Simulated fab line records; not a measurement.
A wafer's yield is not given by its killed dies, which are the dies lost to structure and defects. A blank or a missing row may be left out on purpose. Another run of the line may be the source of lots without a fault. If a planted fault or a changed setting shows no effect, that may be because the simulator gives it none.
Chamber matching / flow n5 finfet / N5_BEOL_M14_TRENCH_ETCH_34 on rie diel-03 has 4 sister chambers
The step etches SiO2 in C4F8/O2/Ar, target depth 556.65 nm, time 126.9 s. 4 wafers are shown with their chamber, then 10 later ones without.

EACH WAFER AND ITS CHAMBER
wafer=L090.1; chamber=3; rf vpp V (V)=2145
wafer=L090.4; chamber=0; rf vpp V (V)=2175
wafer=L089.2; chamber=1; rf vpp V (V)=2227
wafer=L089.3; chamber=2; rf vpp V (V)=2310

WAFERS WITHOUT THEIR CHAMBER
wafer=L089.4; rf vpp V (V)=2309
wafer=L088.2; rf vpp V (V)=2174
wafer=L088.3; rf vpp V (V)=2309
wafer=L088.6; rf vpp V (V)=2175
wafer=L094.2; rf vpp V (V)=2175
wafer=L094.4; rf vpp V (V)=2225
wafer=L094.6; rf vpp V (V)=2174
wafer=L093.1; rf vpp V (V)=2173
wafer=L093.2; rf vpp V (V)=2145
wafer=L093.3; rf vpp V (V)=2225

WHICH CHAMBER EACH ONE RAN IN
wafer=L089.4; from the rows above=2; in truth=2
wafer=L088.2; from the rows above=0; in truth=0
wafer=L088.3; from the rows above=2; in truth=2
wafer=L088.6; from the rows above=0; in truth=0
wafer=L094.2; from the rows above=0; in truth=0
wafer=L094.4; from the rows above=1; in truth=1
wafer=L094.6; from the rows above=0; in truth=0
wafer=L093.1; from the rows above=0; in truth=0
wafer=L093.2; from the rows above=3; in truth=3
wafer=L093.3; from the rows above=1; in truth=1
10 of 10 placed correctly. Number that these rows cannot place: 0. Placed wrongly: 0.
How it was worked out, from the rows above alone: a wafer's distance from a chamber is the root of the sum, over the readings, of the square of ((its reading less the chamber's mean) divided by the reading's scatter). If the next closest chamber is less than 2 further off than the closest, the wafer can't be placed; otherwise it belongs to the closest. Each chamber's mean is taken over the wafers shown for it. The scatter (one wafer shown for each chamber): square how far every hidden wafer sits from the nearest shown wafer, average those squares and take the square root.
